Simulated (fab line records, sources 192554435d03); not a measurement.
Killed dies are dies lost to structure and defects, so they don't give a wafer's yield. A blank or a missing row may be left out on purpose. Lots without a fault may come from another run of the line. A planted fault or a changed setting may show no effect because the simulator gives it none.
Chamber matching | flow n5_finfet | N5_MOL_CONTACT_COAG_CMP_28 on cmp-03: 4 sister chambers
The step polishes, stops on SiNx, t overpolish 0.85 s, target thk 14.522 nm. 8 wafers are shown with their chamber, then 7 later ones without.

WAFERS WITH THEIR CHAMBER
wafer  | chamber | motor_current_A (A) | time_to_endpoint_s (s)
L074.3 | 2       | 12.8                | 4.5
L084.6 | 1       | 11.7                | 1.9
L090.1 | 1       | 11.5                | 3.7
L091.1 | 0       | 14.2                | 4.5
L091.5 | 3       | 13.7                | 8.1
L091.6 | 0       | 14.6                | 5.4
L092.1 | 2       | 12.7                | 7.7
L092.3 | 3       | 13.8                | 5.7

WAFERS WITHOUT THEIR CHAMBER
wafer  | motor_current_A (A) | time_to_endpoint_s (s)
L092.4 | 11.2                | 4.0
L094.2 | 15.2                | 5.5
L094.3 | 14.3                | 5.8
L094.5 | 13.8                | 3.5
L095.1 | 14.6                | 10.2
L095.4 | 12.0                | 5.4
L095.6 | 12.2                | 10.9

WHICH CHAMBER EACH WENT THROUGH
wafer  | from the rows above     | in truth
L092.4 | 1                       | 1
L094.2 | 0                       | 0
L094.3 | 0                       | 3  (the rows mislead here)
L094.5 | can't be placed: 3 or 0 | 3
L095.1 | 0                       | 0
L095.4 | can't be placed: 1 or 2 | 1
L095.6 | can't be placed: 2 or 1 | 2
Placed correctly: 3 of 7. Can't be placed from these rows: 3 (the true chamber is among the candidates in 3). Placed wrongly: 1.
How it was worked out, from the rows above alone: a wafer's distance from a chamber is the root of the sum, over the readings, of the square of ((its reading less the chamber's mean) divided by the reading's scatter). The wafer belongs to the nearest chamber; if the next one is less than 2 further off, it can't be placed. A chamber's mean is the mean of its shown wafers. The scatter: the root of (the sum of the squares of (reading less its chamber's mean) over the shown wafers, divided by (wafers less chambers)).
